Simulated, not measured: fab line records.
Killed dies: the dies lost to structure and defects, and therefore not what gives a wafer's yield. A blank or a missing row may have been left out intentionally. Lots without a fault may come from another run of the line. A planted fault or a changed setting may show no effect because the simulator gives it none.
Matching of chambers | flow nandHarc | NHARC_A_SGD_CUT_DEP_00 on pecvd-04 has 3 sister chambers
The step deposits SiNx, target thk 50 nm. 6 wafers are shown with their chamber, then 8 later ones without.

## WAFERS, EACH WITH ITS CHAMBER
wafer  | chamber | heaterPowerW (W)
L080.3 | 2       | 793
L080.4 | 2       | 787
L091.3 | 1       | 560
L093.2 | 1       | 637
L093.6 | 0       | 534
L094.2 | 0       | 549

## WAFERS WITHOUT THEIR CHAMBER
wafer  | heaterPowerW (W)
L094.3 | 749
L094.5 | 735
L096.4 | 595
L096.5 | 559
L096.6 | 782
L092.2 | 603
L092.5 | 612
L092.6 | 668

## EACH ONE'S CHAMBER
wafer  | from the rows above          | in truth
L094.3 | 2                            | 2
L094.5 | 2                            | 2
L096.4 | can't be placed: 1 or 0      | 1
L096.5 | can't be placed: 0 or 1      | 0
L096.6 | 2                            | 2
L092.2 | can't be placed: 1 or 0      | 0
L092.5 | can't be placed: 1 or 0      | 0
L092.6 | can't be placed: 1 or 2 or 0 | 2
Placed correctly: 3 of 8. From these rows, 5 cannot be placed; in 5 the true chamber is one of the candidates. 0 placed wrongly.
How it was worked out, from the rows above alone: a wafer's distance from a chamber is the root of the sum, over the readings, of the square of ((its reading less the chamber's mean) divided by the reading's scatter). The wafer belongs to the nearest chamber; if the next one is less than 2 further off, it can't be placed. The mean given for a chamber averages the wafers shown for that chamber. The scatter: take each reading less its chamber's mean, square it, sum over the shown wafers, divide by the number of wafers less the number of chambers, and take the root.
